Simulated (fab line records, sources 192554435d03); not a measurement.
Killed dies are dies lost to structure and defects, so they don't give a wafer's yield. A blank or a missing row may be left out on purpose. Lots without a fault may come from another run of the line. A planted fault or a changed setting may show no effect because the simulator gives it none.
fab line records | flow n5_finfet | part 2 of 2: steps 20 to 25 of 25
record lots=5 wafers=15 last_day=18
route steps=1938 shown BEOL_M4@1050
lots that met no fault: from a run of the same line without faults
start_h: hours from the record's first day to the start of the lot's first wafer shown | wait_h: hours since the lot's step before | " the same as in the row above | L1.1+2: a row that stands for several wafers | - no value, or no start given | * or withheld: withheld | < > ~ a bound
route shown NAME@n: a module of which the file shows steps, and the number in the route of the first | usual: mean/standard deviation of fault-free wafers | same: alike in all rows | chamber/n: place in a boat | sites: the reading at each site | _std_site: their standard deviation | _edge_site: outer sites' mean less inner sites' | radius_mm: how far each site lies from the wafer's centre | mask NAME#n: copy n | behind: the tool/chamber that last shaped the wafer | hold: why the lot was held/for how many hours/how that ended | device: the transistor (n, p or np) that didn't switch | end of line: the same wafers' tests at the end of the route | a step without rows: its recipe alone | killed: dies lost to structure and defects at the first sort, not the wafer's yield | map: a wafer's dies, x killed, . not, _ none there
set.NAME: the setting as run; set.NAME@STEP: as run at that earlier step | model.NAME: the simulator's own value behind a step, which no gauge read
lots at some steps of the route; a table a step, a row a wafer
services: from which hour (start_h, from the record's first day; less than 0 if before it) a tool's chamber was out of use, for how many hours, and why
## steps
# step N5_BEOL_M4_STRIP_36
# recipe chemistry=N2/H2 power_w=450 temp_c=40 pressure_mtorr=20 rf_frequency_hz=6e+07 overash_fraction=0.3 bias_power_w=7 h2_frac=0.5 n2_flow_sccm=200 h2_flow_sccm=200
# usual drypump_motor_current_A=5.6/0.56 h2_flow_sccm=200.0/0.57 oes_product_au=0.81/0.093 rf_vpp_V=59.2/1.5 showerhead_plenum_p_Torr=2.53/0.072 temp_c=40.01/0.11 throttle_valve_pct=23.6/0.32
# columns lot.wafer tool chamber start_h wait_h drypump_motor_current_A h2_flow_sccm oes_product_au rf_hours_counter_h rf_vpp_V showerhead_plenum_p_Torr temp_c throttle_valve_pct
L078.2 rie_diel-05 1 198.26 0.0 5.8 199.6 0.70 246 60.7 2.49 40.04 23.7
L078.5 " 0 " " 6.1 200.2 0.88 - 58.2 2.48 39.86 23.4
L078.6 " 3 " " 6.1 200.0 0.72 - 58.9 2.62 40.08 23.9
L088.1 rie_diel-01 0 245.77 0.0 4.9 199.5 0.78 133 56.8 2.45 39.95 23.7
L088.3 " 1 " " 5.2 198.5 0.71 186 58.5 2.53 39.97 23.7
L088.6 " 0 " " 4.9 199.3 0.78 - 60.3 2.45 40.04 23.8
L089.1 rie_diel-05 1 260.27 0.0 5.8 200.5 0.97 6 58.6 2.49 40.09 23.3
L089.2 " 2 " " 5.5 200.1 0.93 15 58.3 2.60 40.03 23.6
L089.3 " 3 " " 6.0 200.0 0.71 232 57.2 2.61 39.93 23.9
L095.2 rie_diel-01 1 312.37 0.0 5.0 198.9 0.71 207 59.3 2.52 39.95 23.7
L095.3 " 3 " " 5.3 200.6 0.88 39 59.1 2.50 39.91 23.7
L095.6 " 1 " " 5.1 200.3 0.69 - 59.7 2.52 40.03 23.7
L097.1 rie_diel-05 1 312.41 0.0 5.8 200.0 0.92 23 57.7 2.48 39.99 23.3
L097.4 " 0 " " 6.2 200.4 0.83 83 61.3 2.46 39.98 23.4
L097.6 " 0 " " 6.1 199.5 0.83 - 57.5 2.46 40.07 23.4
# step N5_BEOL_M4_TRENCH_ETCH_37
# recipe chemistry=C4F6/O2 target_depth_a=555.55 target=SiOC time_s=29.2 ion_energy_ev=250 pressure_mtorr=30 source_w=355 bias_w=185 Ar_flow_sccm=300 C4F6_flow_sccm=10 O2_flow_sccm=10
# usual drypump_motor_current_A=5.6/0.56 mfc_ar_sccm=300.0/0.9 oes_f_703_au=0.81/0.086 oes_product_au=0.81/0.092 rf_vpp_V=669/8.6 showerhead_plenum_p_Torr=2.84/0.079 throttle_valve_pct=20.80/0.28
# columns lot.wafer tool chamber start_h wait_h drypump_motor_current_A mfc_ar_sccm oes_f_703_au oes_product_au rf_hours_counter_h rf_vpp_V showerhead_plenum_p_Torr throttle_valve_pct
L078.2 rie_diel-05 1 - - 5.7 299.6 0.70 0.69 246 668 2.82 21.07
L078.5 " 0 " " 6.1 300.5 0.86 0.87 - 658 2.79 20.55
L078.6 " 3 " " 6.1 300.6 0.71 0.70 - 672 2.94 21.24
L088.1 rie_diel-01 0 - - 4.9 301.9 0.78 0.78 133 674 2.73 20.91
L088.3 " 1 " " 5.1 300.1 0.72 0.72 186 666 2.81 20.76
L088.6 " 0 " " 4.9 302.0 0.78 0.78 - 673 2.73 20.91
L089.1 rie_diel-05 1 - - 5.8 298.9 0.96 0.96 6 668 2.81 20.69
L089.2 " 2 " " 5.5 301.1 0.91 0.92 15 685 2.91 20.47
L089.3 " 3 " " 6.1 300.2 0.69 0.68 232 671 2.92 21.27
L095.2 rie_diel-01 1 - - 5.1 299.4 0.70 0.71 207 667 2.81 20.78
L095.3 " 3 " " 5.2 300.0 0.85 0.89 39 679 2.77 20.61
L095.6 " 1 " " 5.1 300.2 0.71 0.71 - 667 2.81 20.77
L097.1 rie_diel-05 1 - - 5.8 300.3 0.91 0.92 23 669 2.81 20.72
L097.4 " 0 " " 6.1 300.5 0.83 0.81 83 657 2.77 20.61
L097.6 " 0 " " 6.1 300.8 0.83 0.82 - 660 2.77 20.59
# step N5_BEOL_M4_ETCH_41
# recipe chemistry=CH3F/O2 target=SiCN target_depth_a=299 taper_deg=2 time_s=52.5 ion_energy_ev=120 mask_material=TiN pressure_mtorr=30 source_w=395 bias_w=75 Ar_flow_sccm=150 CH3F_flow_sccm=30 O2_flow_sccm=20
# usual drypump_motor_current_A=5.6/0.56 mfc_ar_sccm=150.0/0.47 oes_product_au=0.81/0.093 rf_vpp_V=297.1/1.5 showerhead_plenum_p_Torr=1.99/0.058 throttle_valve_pct=16.26/0.29
# columns lot.wafer tool chamber start_h wait_h drypump_motor_current_A mfc_ar_sccm oes_product_au rf_hours_counter_h rf_vpp_V showerhead_plenum_p_Torr throttle_valve_pct
L078.2 rie_diel-05 1 - - 5.8 149.8 0.69 246 296.2 1.98 16.55
L078.5 " 0 " " 6.1 149.4 0.87 - 296.4 1.96 15.99
L078.6 " 3 " " 6.1 149.9 0.71 - 297.4 2.07 16.71
L088.1 rie_diel-01 0 - - 4.9 149.8 0.78 133 295.1 1.92 16.41
L088.3 " 1 " " 5.1 150.1 0.72 186 296.9 1.98 16.28
L088.6 " 0 " " 4.9 150.3 0.78 - 295.9 1.92 16.40
L089.1 rie_diel-05 1 - - 5.8 150.5 0.97 6 296.2 1.97 16.07
L089.2 " 2 " " 5.5 150.2 0.92 15 300.0 2.05 15.89
L089.3 " 3 " " 6.1 150.0 0.69 232 297.7 2.06 16.78
L095.2 rie_diel-01 1 - - 5.1 150.3 0.71 207 296.0 1.97 16.30
L095.3 " 3 " " 5.2 149.5 0.89 39 296.4 1.95 16.04
L095.6 " 1 " " 5.1 150.3 0.70 - 297.7 1.97 16.31
L097.1 rie_diel-05 1 - - 5.8 150.1 0.92 23 295.8 1.97 16.10
L097.4 " 0 " " 6.1 150.3 0.81 83 296.2 1.95 16.07
L097.6 " 0 " " 6.1 149.9 0.82 - 296.5 1.95 16.06
# step N5_BEOL_M4_STRIP_97
# recipe chemistry=N2/H2 time_s=10 power_w=450 temp_c=40 pressure_mtorr=20 rf_frequency_hz=6e+07 bias_power_w=7 n2_flow_sccm=200 h2_flow_sccm=200
# usual drypump_motor_current_A=5.6/0.56 h2_flow_sccm=199.9/0.56 oes_product_au=0.81/0.094 rf_vpp_V=59.2/0.83 showerhead_plenum_p_Torr=2.53/0.072 temp_c=40.01/0.11 throttle_valve_pct=23.6/0.32
# columns lot.wafer tool chamber start_h wait_h drypump_motor_current_A h2_flow_sccm oes_product_au rf_hours_counter_h rf_vpp_V showerhead_plenum_p_Torr temp_c throttle_valve_pct
L078.2 rie_diel-05 1 - - 5.8 200.0 0.70 246 58.7 2.49 39.97 23.7
L078.5 " 0 " " 6.1 199.4 0.89 - 59.5 2.48 39.88 23.4
L078.6 " 3 " " 6.1 199.9 0.70 - 58.9 2.62 39.87 23.9
L088.1 rie_diel-01 0 - - 4.9 199.1 0.79 133 59.3 2.45 40.05 23.7
L088.3 " 1 " " 5.1 199.7 0.72 186 58.6 2.53 40.10 23.7
L088.6 " 0 " " 4.9 200.8 0.79 - 58.7 2.45 39.97 23.8
L089.1 rie_diel-05 1 - - 5.8 200.0 0.98 6 60.7 2.49 39.95 23.3
L089.2 " 2 " " 5.5 200.5 0.93 15 59.8 2.60 40.01 23.6
L089.3 " 3 " " 6.0 200.2 0.70 232 60.2 2.61 39.85 23.9
L095.2 rie_diel-01 1 - - 5.1 200.1 0.71 207 59.5 2.52 40.04 23.7
L095.3 " 3 " " 5.2 200.5 0.89 39 58.0 2.50 39.98 23.7
L095.6 " 1 " " 5.1 200.4 0.70 - 58.7 2.52 40.05 23.7
L097.1 rie_diel-05 1 - - 5.8 200.2 0.93 23 59.4 2.48 40.13 23.3
L097.4 " 0 " " 6.1 199.2 0.83 83 57.6 2.46 40.09 23.4
L097.6 " 0 " " 6.1 199.9 0.82 - 58.9 2.46 40.05 23.4
# step N5_BEOL_M4_OCD_MEAS_38
# usual trench_depth_nm=55.6/0.7
# columns lot.wafer tool chamber start_h wait_h trench_depth_nm
L078.2 ocd-01 - 198.45 - 54.9
L078.5 " - " " 55.7
L078.6 " - " " 54.8
L088.1 ocd-01 - 245.96 - 55.3
L088.3 " - " " 56.1
L088.6 " - " " 55.1
L089.1 ocd-01 - 260.46 - 55.0
L089.2 " - " " 55.9
L089.3 " - " " 54.5
L095.2 ocd-01 - 312.57 - 55.5
L095.3 " - " " 55.5
L095.6 " - " " 55.5
L097.1 ocd-02 - 312.60 - 55.1
L097.4 " - " " 54.7
L097.6 " - " " 54.5
# step N5_BEOL_M4_HM_STRIP_39
# recipe chemistry=peroxide_tin_strip material=TiN target_depth_a=250 temp_c=50 time_s=158
# usual temp_c=49.97/0.11
# columns lot.wafer tool chamber start_h wait_h temp_c
L078.2 wet_bench-02 0 198.48 0.0 50.01
L078.5 " 2 " " 49.81
L078.6 " 5 " " 50.13
L088.1 wet_bench-04 0 245.99 0.0 49.91
L088.3 " 6 " " 49.90
L088.6 " 3 " " 49.96
L089.1 wet_bench-02 6 260.49 0.0 49.68
L089.2 " 4 " " 50.00
L089.3 " 2 " " 49.85
L095.2 wet_bench-04 6 312.60 0.0 49.95
L095.3 " 3 " " 50.04
L095.6 " 5 " " 50.02
L097.1 wet_bench-03 5 312.63 0.0 49.83
L097.4 " 6 " " 49.91
L097.6 " 7 " " 49.85
## services
# columns tool chamber start_h hours kind
ald_sin-01 - 178.71 0.8 pm
euv_scanner-02 - 179.90 17.3 pm
ald_sin-01 1 195.26 18.3 repair
euv_scanner-02 - 197.20 4.6 pm
rie_diel-05 2 197.50 - clean
rie_diel-05 2 197.50 - consumable_replace:focus_ring
rie_diel-05 2 197.50 21.7 scheduled_down
rie_diel-05 2 197.50 21.7 vent_cycle
euv_scanner-01 - 204.46 12.0 pm
euv_scanner-01 - 216.46 1.0 pm
rie_diel-05 - 220.37 0.1 repair
wet_bench-02 - 232.73 0.5 repair
rie_diel-05 - 242.12 2.8 pm
euv_scanner-01 - 248.81 0.4 repair
rie_diel-05 0 249.32 13.7 repair
euv_scanner-02 - 254.58 1.0 pm
euv_scanner-01 - 261.43 1.0 pm
rie_diel-01 1 266.36 5.0 repair
euv_scanner-01 - 282.62 5.8 pm
ald_sin-01 - 288.57 28.1 pm
ald_sin-04 - 297.63 1.3 repair
ald_sin-04 - 299.72 0.4 repair
euv_scanner-01 - 300.07 6.2 pm
euv_scanner-02 - 306.32 5.8 pm
